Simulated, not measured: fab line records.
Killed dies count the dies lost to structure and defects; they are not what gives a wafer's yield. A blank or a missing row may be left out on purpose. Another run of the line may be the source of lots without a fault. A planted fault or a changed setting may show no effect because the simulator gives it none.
Struck lot and sound lot, side by side | flow n5_finfet | 38 out of 1938 route steps
Sound: these wafers, L239.1, L239.2, L239.4. Wafers struck: L247.1, L247.5. The cause is given at the end.
Order at every step that has rows: each side's tool, ch and its chambers, its first start. Under that, the readings that differ: sound wafers | struck wafers | difference of the means | sigmas: that difference in standard deviations of wafers without a fault.
alike: readings with means less than 2 such deviations apart, plus words and numbers identical on both sides. not compared: withheld readings, readings lacking a value on some wafer, bounds such as >300 that could conceal the same value, and numbers that have no deviation in the record and whose values overlap.
A row with sigmas, a row that says differs or no value, or rows on one side alone: a step with any of these is where the two part. Numbers that have no deviation but don't overlap get no sigmas and don't part them. A reading missing from all wafers of one side parts the sides only when that side holds two or more wafers.

first, 9 steps without rows for these wafers: N5_BEOL_M8_DESCUM_33 (chemistry O2, time 7 s); N5_BEOL_M8_ETCH_72 (etches underlayer in N2/H2, target depth 6.5 nm, time 5.2 s); N5_BEOL_M8_ETCH_65 (etches SiARC in CF4, target depth 15.6 nm, time 26 s); N5_BEOL_M8_ETCH_66 (etches SOC in N2/H2, target depth 80 nm, overetch 16 nm, time 120 s); N5_BEOL_M8_STRIP_69 (strips in N2/H2); N5_BEOL_M8_STRIP_73 (strips in N2/H2); N5_BEOL_M8_VIA_ETCH_34 (etches SiCOH lowk in C4F6/O2, target depth 125.5 nm, time 50.5 s); N5_BEOL_M8_STRIP_76 (strips in C4F6/O2); N5_BEOL_M8_STRIP_36 (strips in N2/H2).
N5_BEOL_M8_TRENCH_ETCH_37: etches SiCOH lowk in C4F6/O2, target depth 93.478 nm, time 31.2 s.
  sound on rie_diel-06 ch 0,1,3, day 12 13:53; struck on rie_diel-06 ch 1,3, day 14 06:23
  reading                                    | sound             | struck      | difference | sigmas
  run_length_s (s)                           | 54.4 54.4 55.4    | 47.2 48.3   | -7.0       | -19
  model.BEOL_M8.feature_depth_nm (nm)        | 91 93.6 92.4      | 73 72       | -20        |
  model.etch.depth_nm (nm)                   | 90.93 93.68 92.31 | 72.97 72.05 | -19.80     |
  model.TiN_of_BEOL_M8_HM_DEP_02.thk_nm (nm) | 17.4 17.4 17      | 18.4 18     | +0.9       |
  alike: C4F6_flow_sccm, chamber_pressure_mTorr, drypump_motor_current_A, oes_product_au, rf_vpp_V, showerhead_plenum_p_Torr, throttle_valve_pct
  not compared: rf_hours_counter_h
then, 2 steps without rows for these wafers: N5_BEOL_M8_ETCH_41 (etches SiCN in CH3F/O2, target depth 31.9 nm, time 57.8 s); N5_BEOL_M8_STRIP_80 (strips in N2/H2, time 10 s).
N5_BEOL_M8_OCD_MEAS_38:
  sound on ocd-01, day 12 14:02; struck on ocd-01, day 14 06:32
  reading              | sound          | struck    | difference | sigmas
  trench_depth_nm (nm) | 90.6 94.1 92.4 | 72.8 72.0 | -20.0      | -9
then, 13 steps without rows for these wafers: N5_BEOL_M8_HM_STRIP_39 (strips TiN in peroxide tin strip, target depth 25 nm, time 158 s); N5_BEOL_M8_SRD_40 (time 30 s); N5_BEOL_M8_PRECLEAN_42 (cleans in residue remover, time 60 s); N5_BEOL_M8_SRD_43 (time 30 s); N5_BEOL_M8_CURE_75 (cures SiCOH lowk, time 120 s); N5_BEOL_M8_DEGAS_44 (time 60 s); N5_BEOL_M8_PRE_CLEAN_45 (time 30 s); N5_BEOL_M8_ALD_77 (deposits TaN, target thk 2 nm, pulse time 2 s, purge time 3 s); N5_BEOL_M8_SURFACE_TREAT_79; N5_BEOL_M8_CVD_78 (deposits Co from CCTBA/H2, target thk 2 nm, time 142.3 s); N5_BEOL_M8_SPUTTER_48 (material Cu, target thk 10 nm, time 1.667 s); N5_BEOL_M8_ECD_50 (material Cu, target thk 300 nm); N5_BEOL_M8_ANNEAL_51 (time 90 s).
N5_BEOL_M8_CMP_52: polishes, stops on SiCOH lowk, t overpolish 6.9 s, target thk 80 nm.
  sound on cmp-02 ch 1,2,3, day 12 17:06; struck on cmp-01 ch 2,3, day 14 10:24
  reading                                | sound        | struck    | difference | sigmas
  model.Cu_of_BEOL_M8_ECD_50.thk_nm (nm) | 77 78.6 77.2 | 58.6 57.4 | -19.6      |
  alike: barrier_field_endpoint_s, motor_current_A, overpolish_run_s, time_to_endpoint_s
N5_BEOL_M8_THK_MEAS_53: measures by xrf.
  sound on film_metro-01, day 12 17:23; struck on film_metro-01, day 14 10:35
  reading     | sound          | struck    | difference | sigmas
  M8_THK (nm) | 78.3 80.1 78.9 | 59.8 58.3 | -20.0      | -8
then, 2 steps without rows for these wafers: N5_BEOL_M8_PRE_CLEAN_55 (time 15 s); N5_BEOL_M8_DEP_56 (deposits SiCN from 3MS/NH3, target thk 10 nm, time 17.5 s).
N5_BEOL_M8_RS_MEAS_57: measures by four-point-probe.
  sound on film_metro-02, day 12 17:31; struck on film_metro-01, day 14 10:43
  reading        | sound             | struck      | difference | sigmas
  M8_RS (ohm/sq) | 0.300 0.291 0.299 | 0.416 0.427 | +0.125     | +11
then, 5 steps without rows for these wafers: N5_BEOL_M9_ILD_DEP_00 (deposits SiCOH lowk from DEMS/porogen, target thk 308.51 nm, time 58 s); N5_BEOL_M9_CURE_71 (cures SiCOH lowk, time 240 s); N5_BEOL_M9_PECVD_70 (deposits SiO2 from TEOS/O2, target thk 20 nm, time 22.7 s); N5_BEOL_M9_HM_DEP_02 (deposits TiN, target thk 20 nm); N5_BEOL_M9_COAT_59 (time 60 s, resist thk 100 nm).
-- the record jumps here: 2 days lie between the struck wafers' starts before and after (it left off in module BEOL_M9 and takes up again in module BEOL_M15, whose first step shown is number 1830 of the route) --
N5_BEOL_M15_RC_MEAS_101:
  sound on prober-01 ch 0, day 15 04:17; struck on prober-02 ch 0, day 16 11:01
  reading                   | sound                   | struck        | difference | sigmas
  COMB_M15 (S/m)            | 1.9e-12 1.2e-12 1.7e-12 | 3e-12 3.3e-12 | +2e-12     | +2
  SERP_M14 (ohm/um)         | 0.167 0.172 0.162       | 0.155 0.151   | -0.014     | -2
  SERP_M8 (ohm/um)          | 13.6 13.8 14.3          | 21.1 21.8     | +7.6       | +10
  SERP_M8_max_site (ohm/um) | 14.1 14.2 14.9          | 22.3 22.7     | +8.1       | +10
  alike: COMB_M10, COMB_M11, COMB_M11_max_site, COMB_M12, COMB_M13, COMB_M14, COMB_M5, COMB_M6, COMB_M7, COMB_M9, SERP_M10, SERP_M11, SERP_M12, SERP_M13, SERP_M5, SERP_M6, SERP_M7, SERP_M9, SERP_M9_max_site
N5_PASSIVATION_PROBE_49:
  sound on prober-01, day 15 19:27; struck on prober-01, day 17 02:52
  reading         | sound   | struck | difference | sigmas
  killed_at_M4_up | 7 36 22 | 10 10  | -12        | -2
  alike: defect_limited_yield, killed_at_M0_to_M3, killed_at_contacts, killed_at_front_end, killed_at_other, killed_dies, killed_open, killed_short, sort_bin_5_function, sort_bin_6_memory, sort_bin_8_speed, sort_n_pass

## WHERE THEY PART
First at N5_BEOL_M8_TRENCH_ETCH_37; last, within this record, at N5_PASSIVATION_PROBE_49.

WHY: whatever the simulator had introduced
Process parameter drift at N5_BEOL_M8_TRENCH_ETCH_37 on rie_diel-06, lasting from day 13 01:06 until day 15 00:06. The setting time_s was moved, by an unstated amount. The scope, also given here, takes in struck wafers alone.
